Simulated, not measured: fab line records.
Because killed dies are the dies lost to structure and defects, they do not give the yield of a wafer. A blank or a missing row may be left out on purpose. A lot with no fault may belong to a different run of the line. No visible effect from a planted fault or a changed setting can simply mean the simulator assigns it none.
fab line records	flow nand-harc
record lots=13	wafers=39	last-day=34
route steps=1302 shown A_M0@1159 A_M1@1185
lots untouched by any fault: they come from a run of this same line in which no faults occurred
start-h: the number of hours between the record's first day and the start of the first shown wafer of the lot	wait-h: time in hours since the lot's previous step	" the same as in the row above	L1.1+2: a row that stands for several wafers	- no value present, or no start provided	* or withheld: withheld	< > ~ a bound
route shown NAME@n: a module of which the file shows steps, and the number in the route of the first	usual: mean and standard deviation over wafers with no fault	same: alike in all rows	chamber/n: place in a boat	sites: the reading at each site	_std_site: the values' standard deviation	_edge_site: the outer-site mean with the inner-site mean subtracted	radius-mm: how far each site lies from the wafer's centre	mask NAME#n: copy n	behind: the last tool/chamber to shape the wafer	hold: why the lot went on hold/how many hours it stayed there/how the hold came to an end	device: the transistor (n, p or np) that didn't switch	end of line: at the end of the route, the tests of the same wafers	a step given without rows: its recipe and nothing more	killed: count of dies lost to structure and defects at first sort (not the wafer's yield)	map: shows each die of a wafer: x if killed, . if not, _ if none is there
set.NAME: the setting as run; set.NAME@STEP: as run at that earlier step	model.NAME: the simulator's own value behind a step, which no gauge read
one table for each step of the route and one row for each wafer, over a sample of lots
services: a tool's chamber out of use, with start hour (start-h, from the record's first day; less than 0 if before it), hours out, and reason
## steps
# step NHARC_A_M0_PVD_21
# recipe target-thk-a=300	chamber-pressure-pa=5	power-w=5000	substrate-temp-c=30	time-s=20.49	material=Cu
# usual cathode-dc-power-W=5000.0/0.96	throttle-valve-pct=29.8/0.99
lot.wafer	tool	chamber	start-h	wait-h	cathode-dc-power-W	throttle-valve-pct
L506.1	pvd-sputter-03	-	-	-	5000.5	30.5
L506.4	"	-	"	"	5000.8	30.0
L506.2	"	-	"	"	5000.7	28.9
L505.1	pvd-sputter-01	-	-	-	4998.9	29.5
L505.4	"	-	"	"	5000.4	29.7
L505.3	"	-	"	"	4999.6	29.3
L514.3	pvd-sputter-02	-	-	-	4999.3	29.8
L514.1	"	-	"	"	5000.1	31.1
L514.5	"	-	"	"	4999.7	29.7
L516.3	pvd-sputter-01	-	-	-	4998.1	28.5
L516.2	"	-	"	"	5002.4	30.6
L516.6	"	-	"	"	5001.2	28.7
L518.2	pvd-sputter-02	-	-	-	4999.7	29.8
L518.1	"	-	"	"	4998.9	30.1
L518.5	"	-	"	"	5000.7	31.7
L520.4	pvd-sputter-03	-	-	-	5000.0	30.3
L520.3	"	-	"	"	4999.3	27.8
L520.5	"	-	"	"	5000.9	28.5
L522.3	pvd-sputter-01	-	-	-	5000.4	30.1
L522.6	"	-	"	"	4999.3	28.8
L522.5	"	-	"	"	4999.7	30.5
L525.4	pvd-sputter-01	-	-	-	4998.8	28.9
L525.3	"	-	"	"	5000.1	30.5
L525.5	"	-	"	"	5000.6	30.8
L523.4	pvd-sputter-02	-	-	-	5000.4	30.5
L523.2	"	-	"	"	4999.9	29.9
L523.5	"	-	"	"	5000.4	31.9
L524.4	pvd-sputter-03	-	-	-	5000.8	31.1
L524.2	"	-	"	"	5000.7	29.5
L524.6	"	-	"	"	5001.5	28.7
L526.1	pvd-sputter-02	-	-	-	5000.4	30.0
L526.2	"	-	"	"	4999.8	30.2
L526.5	"	-	"	"	4999.8	29.3
L527.3	pvd-sputter-02	-	-	-	4999.6	29.6
L527.1	"	-	"	"	5000.1	30.2
L527.5	"	-	"	"	4999.0	32.1
L528.2	pvd-sputter-03	-	-	-	5000.6	30.9
L528.3	"	-	"	"	4999.2	29.5
L528.6	"	-	"	"	5000.6	29.6
# step NHARC_A_M0_THK_MEAS_24
# recipe thk-meas-gauge=xrf
# usual thk-nm=114.0/1.4
lot.wafer	tool	chamber	start-h	wait-h	thk-nm
L506.1	film-metro-01	-	552.05	-	113.9
L506.2	"	-	"	"	114.2
L506.4	"	-	"	"	113.8
L505.1	film-metro-02	-	552.93	-	113.8
L505.3	"	-	"	"	114.4
L505.4	"	-	"	"	111.1
L514.1	film-metro-01	-	629.22	-	114.5
L514.3	"	-	"	"	112.5
L514.5	"	-	"	"	115.5
L516.2	film-metro-02	-	644.42	-	114.6
L516.3	"	-	"	"	114.8
L516.6	"	-	"	"	114.1
L518.1	film-metro-02	-	655.81	-	115.2
L518.2	"	-	"	"	113.9
L518.5	"	-	"	"	112.1
L520.3	film-metro-02	-	668.20	-	113.3
L520.4	"	-	"	"	114.1
L520.5	"	-	"	"	112.9
L522.3	film-metro-02	-	706.59	-	114.6
L522.5	"	-	"	"	111.2
L522.6	"	-	"	"	113.7
L525.3	film-metro-02	-	713.21	-	115.3
L525.4	"	-	"	"	113.9
L525.5	"	-	"	"	112.2
L523.2	film-metro-02	-	713.80	-	115.2
L523.4	"	-	"	"	114.6
L523.5	"	-	"	"	113.4
L524.2	film-metro-01	-	721.06	-	110.9
L524.4	"	-	"	"	115.0
L524.6	"	-	"	"	113.8
L526.1	film-metro-02	-	741.10	-	113.7
L526.2	"	-	"	"	115.4
L526.5	"	-	"	"	114.3
L527.1	film-metro-02	-	751.98	-	112.5
L527.3	"	-	"	"	115.9
L527.5	"	-	"	"	111.3
L528.2	film-metro-02	-	764.78	-	113.8
L528.3	"	-	"	"	114.4
L528.6	"	-	"	"	115.2
# step NHARC_A_M1_CD_MEAS_16
# usual cd-nm=119.8/0.67
lot.wafer	tool	chamber	start-h	wait-h	cd-nm
L506.1	cd-sem-02	-	554.09	-	120.8
L506.2	"	-	"	"	120.2
L506.4	"	-	"	"	119.2
L505.1	cd-sem-03	-	554.95	-	119.1
L505.3	"	-	"	"	119.4
L505.4	"	-	"	"	119.9
L514.1	cd-sem-02	-	631.27	-	119.2
L514.3	"	-	"	"	118.8
L514.5	"	-	"	"	119.5
L516.2	cd-sem-03	-	646.70	-	119.4
L516.3	"	-	"	"	120.9
L516.6	"	-	"	"	120.6
L518.1	cd-sem-03	-	658.02	-	119.6
L518.2	"	-	"	"	120.3
L518.5	"	-	"	"	119.8
L520.3	cd-sem-02	-	670.22	-	119.6
L520.4	"	-	"	"	120.1
L520.5	"	-	"	"	119.3
L522.3	cd-sem-02	-	708.64	-	120.0
L522.5	"	-	"	"	119.2
L522.6	"	-	"	"	120.0
L525.3	cd-sem-03	-	715.10	-	120.1
L525.4	"	-	"	"	119.5
L525.5	"	-	"	"	119.3
L523.2	cd-sem-03	-	715.72	-	120.4
L523.4	"	-	"	"	120.4
L523.5	"	-	"	"	120.4
L524.2	cd-sem-02	-	723.10	-	119.7
L524.4	"	-	"	"	120.0
L524.6	"	-	"	"	120.4
L526.1	cd-sem-01	-	743.14	-	119.6
L526.2	"	-	"	"	120.8
L526.5	"	-	"	"	119.4
L527.1	cd-sem-01	-	754.01	-	119.1
L527.3	"	-	"	"	118.7
L527.5	"	-	"	"	118.7
L528.2	cd-sem-02	-	766.70	-	120.3
L528.3	"	-	"	"	120.2
L528.6	"	-	"	"	120.6
# step NHARC_A_M1_ETCH_28
# recipe target-depth-a=300	over-etch-frac=0.3	time-s=72.99	ion-energy-ev=150	cf4-flow-sccm=50	n2-flow-sccm=100	ar-flow-sccm=150	rf-w=300	bias-w=100	chemistry=CF4/N2
# usual bias-w=99.98/0.29	drypump-motor-current-A=5.6/0.59	oes-product-au=0.998/0.0071	rf-vpp-V=315.5/1.5	showerhead-plenum-p-Torr=2.70/0.071	throttle-valve-pct=19.795/0.0093
lot.wafer	tool	chamber	start-h	wait-h	bias-w	drypump-motor-current-A	oes-product-au	rf-hours-counter-h	rf-vpp-V	showerhead-plenum-p-Torr	throttle-valve-pct
L506.2	rie-diel-07	3	554.41	-	100.37	6.3	0.985	5	314.1	2.66	19.787
L506.1	"	0	"	"	100.62	5.8	0.997	4	315.4	2.68	19.782
L506.4	"	1	"	"	99.96	6.4	0.996	5	317.5	2.79	19.796
L505.4	rie-diel-07	3	555.27	-	100.35	6.3	0.995	5	315.1	2.66	19.798
L505.3	"	0	"	"	99.97	5.8	1.003	4	313.5	2.68	19.799
L505.1	"	1	"	"	100.02	6.4	1.011	5	318.1	2.79	19.798
L514.3	rie-diel-09	3	631.59	-	100.14	5.9	0.996	10	317.1	2.73	19.795
L514.1	"	0	"	"	100.30	5.5	0.781	10	315.2	2.68	19.788
L514.5	"	0	"	"	100.07	5.5	0.782	-	315.9	2.68	19.797
L516.3	rie-diel-09	0	647.01	-	100.30	5.5	0.793	11	316.0	2.68	19.797
L516.2	"	2	"	"	99.67	4.8	0.986	13	315.7	2.75	19.792
L516.6	"	1	"	"	100.28	5.2	1.004	-	316.5	2.80	19.803
L518.2	rie-diel-13	3	658.34	-	99.94	5.5	0.998	4	313.6	2.53	19.794
L518.1	"	0	"	"	100.17	6.5	1.000	3	314.0	2.65	19.784
L518.5	"	3	"	"	99.86	5.5	1.013	-	312.2	2.53	19.789
L520.3	rie-diel-07	3	670.53	-	99.93	6.3	0.992	0	314.1	2.66	19.803
L520.4	"	0	"	"	99.70	5.8	1.000	0	314.8	2.68	19.776
L520.5	"	0	"	"	99.64	5.8	0.989	-	313.8	2.68	19.803
L522.3	rie-diel-09	0	708.97	-	100.34	5.5	0.993	1	314.0	2.68	19.794
L522.5	"	1	"	"	99.88	5.2	1.001	-	318.1	2.80	19.792
L522.6	"	2	"	"	100.32	4.8	0.992	-	316.0	2.75	19.799
L525.3	rie-diel-13	3	715.42	-	100.26	5.5	0.995	0	312.8	2.53	19.784
L525.4	"	0	"	"	100.21	6.5	0.997	0	313.9	2.65	19.786
L525.5	"	2	"	"	99.69	4.7	1.000	-	314.4	2.62	19.799
L523.4	rie-diel-13	0	716.04	-	99.85	6.5	0.992	0	313.6	2.65	19.810
L523.2	"	2	"	"	100.19	4.7	0.996	0	313.8	2.62	19.775
L523.5	"	0	"	"	100.32	6.5	0.997	-	314.9	2.65	19.789
L524.2	rie-diel-09	0	723.42	-	99.79	5.5	0.988	2	315.0	2.68	19.785
L524.4	"	1	"	"	100.04	5.2	0.998	2	315.7	2.80	19.797
L524.6	"	2	"	"	99.79	4.8	0.998	-	316.7	2.75	19.806
L526.2	rie-diel-13	3	743.47	-	100.29	5.5	0.985	1	311.5	2.53	19.791
L526.1	"	0	"	"	99.77	6.5	1.002	1	314.1	2.65	19.793
L526.5	"	2	"	"	99.84	4.7	0.997	-	313.8	2.62	19.796
L527.3	rie-diel-07	0	754.33	-	99.89	5.8	1.000	3	314.6	2.67	19.806
L527.1	"	1	"	"	100.42	6.4	1.005	5	316.1	2.79	19.804
L527.5	"	1	"	"	100.28	6.4	0.993	-	316.7	2.79	19.788
L528.2	rie-diel-09	0	767.03	-	99.65	5.5	0.992	4	316.8	2.67	19.773
L528.3	"	1	"	"	99.89	5.2	0.995	5	317.5	2.80	19.788
L528.6	"	2	"	"	99.85	4.8	0.992	-	314.5	2.75	19.797
## services
tool	chamber	start-h	hours	kind
rie-diel-09	0	530.61	-	clean
rie-diel-09	1	530.61	-	clean
rie-diel-09	2	530.61	-	clean
rie-diel-09	3	530.61	-	clean
rie-diel-13	-	539.92	0.3	repair
pvd-sputter-03	-	543.86	1.6	repair
rie-diel-13	3	545.90	7.1	repair
rie-diel-09	1	554.99	29.8	repair
rie-diel-13	2	575.05	8.3	repair
pvd-sputter-01	-	582.00	10.0	pm
pvd-sputter-03	-	609.33	1.4	repair
pvd-sputter-02	-	616.27	0.8	repair
pvd-sputter-02	-	638.18	10.0	pm
rie-diel-07	-	648.21	9.0	pm
pvd-sputter-03	-	664.78	0.7	repair
rie-diel-09	-	674.11	9.0	pm
rie-diel-13	2	682.63	5.2	repair
rie-diel-07	0	685.47	13.8	repair
rie-diel-13	-	696.00	9.0	pm
pvd-sputter-03	-	704.00	10.0	pm
rie-diel-07	3	721.64	5.2	repair
pvd-sputter-03	-	724.65	1.8	repair
pvd-sputter-01	-	728.61	2.2	repair
rie-diel-07	2	754.63	9.5	repair
## key
first-sign step=NHARC_A_M1_ETCH_28	reading=oes-product-au	direction=down	sigmas=30	usual=0.998	struck=0.785
effect none on later readings
met-at NHARC_A_M1_ETCH_28
struck-lots L514,L516
struck-wafers L514.1,L514.5,L516.3
later-rows-left-out L514.1,L514.5,L516.3
sort-left-out L514.1,L514.5,L516.3
not-acting-at NHARC_A_M0_PVD_21,NHARC_A_M0_THK_MEAS_24,NHARC_A_M1_CD_MEAS_16
fault kind=process-parameter-drift	tool=rie-diel-09	chamber=0	onset-h=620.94	steps=NHARC_A_M1_ETCH_28	channel=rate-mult	offset=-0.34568	shape=step	end-h=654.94
# sort-left-out: the simulated sort isn't trusted on such a fault, so these wafers' sort isn't shown, and their yield isn't known
# later-rows-left-out: the simulator's readings of these wafers behind a module that went badly wrong aren't trusted and aren't shown, but for the sort
